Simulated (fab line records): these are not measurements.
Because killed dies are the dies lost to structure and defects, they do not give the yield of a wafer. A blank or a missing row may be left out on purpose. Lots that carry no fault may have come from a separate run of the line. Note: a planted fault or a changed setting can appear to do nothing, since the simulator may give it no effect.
Chamber matching / flow n5 finfet / N5_BEOL_M6_DEP_56 on pecvd-01 has 3 sister chambers
The step deposits SiCN from 3MS/NH3, target thk 10 nm, time 17.5 s. 14 wafers are shown with their chamber, then 7 later ones without.

## EACH WAFER AND ITS CHAMBER
wafer=L075.1; chamber=2; showerhead plenum p Torr (Torr)=3.684; throttle valve pct (%)=8.6; rf fwd power W (W)=199.1
wafer=L075.4; chamber=0; showerhead plenum p Torr (Torr)=3.662; throttle valve pct (%)=8.9; rf fwd power W (W)=199.5
wafer=L075.6; chamber=1; showerhead plenum p Torr (Torr)=3.648; throttle valve pct (%)=9.2; rf fwd power W (W)=199.4
wafer=L078.1; chamber=1; showerhead plenum p Torr (Torr)=3.645; throttle valve pct (%)=9.2; rf fwd power W (W)=199.8
wafer=L078.2; chamber=0; showerhead plenum p Torr (Torr)=3.659; throttle valve pct (%)=8.8; rf fwd power W (W)=199.2
wafer=L078.3; chamber=2; showerhead plenum p Torr (Torr)=3.689; throttle valve pct (%)=8.9; rf fwd power W (W)=199.7
wafer=L082.1; chamber=0; showerhead plenum p Torr (Torr)=3.662; throttle valve pct (%)=8.9; rf fwd power W (W)=199.0
wafer=L082.3; chamber=1; showerhead plenum p Torr (Torr)=3.650; throttle valve pct (%)=9.0; rf fwd power W (W)=199.5
wafer=L082.4; chamber=1; showerhead plenum p Torr (Torr)=3.653; throttle valve pct (%)=9.1; rf fwd power W (W)=200.1
wafer=L085.2; chamber=0; showerhead plenum p Torr (Torr)=3.661; throttle valve pct (%)=8.9; rf fwd power W (W)=200.4
wafer=L085.4; chamber=0; showerhead plenum p Torr (Torr)=3.665; throttle valve pct (%)=8.9; rf fwd power W (W)=200.5
wafer=L085.6; chamber=0; showerhead plenum p Torr (Torr)=3.673; throttle valve pct (%)=8.8; rf fwd power W (W)=198.9
wafer=L089.1; chamber=0; showerhead plenum p Torr (Torr)=3.662; throttle valve pct (%)=8.7; rf fwd power W (W)=200.2
wafer=L089.3; chamber=2; showerhead plenum p Torr (Torr)=3.685; throttle valve pct (%)=8.8; rf fwd power W (W)=199.8

SIGNATURES, as means of the wafers listed above
reading=showerhead plenum p Torr; chamber 0=3.66343; chamber 1=3.64900; chamber 2=3.68600; scatter within a chamber=0.00397
reading=throttle valve pct; chamber 0=8.843; chamber 1=9.125; chamber 2=8.767; scatter within a chamber=0.101
reading=rf fwd power W; chamber 0=199.671; chamber 1=199.700; chamber 2=199.533; scatter within a chamber=0.554
Rule: distance of a wafer from a chamber = root of the sum over the readings of ((wafer's reading minus chamber's mean) / reading's scatter) squared. The wafer belongs to the nearest chamber; if the next one is less than 2 further off, it can't be placed. The scatter: take each reading less its chamber's mean, square it, sum over the shown wafers, divide by the number of wafers less the number of chambers, and take the root.

## WAFERS WHOSE CHAMBER IS MISSING
wafer=L089.6; showerhead plenum p Torr (Torr)=3.666; throttle valve pct (%)=8.9; rf fwd power W (W)=199.8
wafer=L091.3; showerhead plenum p Torr (Torr)=3.665; throttle valve pct (%)=8.6; rf fwd power W (W)=199.4
wafer=L091.4; showerhead plenum p Torr (Torr)=3.655; throttle valve pct (%)=9.4; rf fwd power W (W)=199.4
wafer=L091.6; showerhead plenum p Torr (Torr)=3.657; throttle valve pct (%)=8.6; rf fwd power W (W)=198.7
wafer=L092.2; showerhead plenum p Torr (Torr)=3.689; throttle valve pct (%)=8.8; rf fwd power W (W)=199.7
wafer=L092.3; showerhead plenum p Torr (Torr)=3.661; throttle valve pct (%)=8.8; rf fwd power W (W)=200.2
wafer=L092.5; showerhead plenum p Torr (Torr)=3.682; throttle valve pct (%)=8.9; rf fwd power W (W)=201.5

## WHICH CHAMBER EACH WENT THROUGH
wafer=L089.6; from the rows above=0; in truth=0
wafer=L091.3; from the rows above=0; in truth=0
wafer=L091.4; from the rows above=1; in truth=1
wafer=L091.6; from the rows above=0; in truth=0
wafer=L092.2; from the rows above=2; in truth=2
wafer=L092.3; from the rows above=0; in truth=0
wafer=L092.5; from the rows above=can't be placed: 2 or 0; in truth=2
Correctly placed: 6 of 7. Unplaceable from these rows: 1, with the true chamber sitting among the candidates in 1. Number placed wrongly: 0.
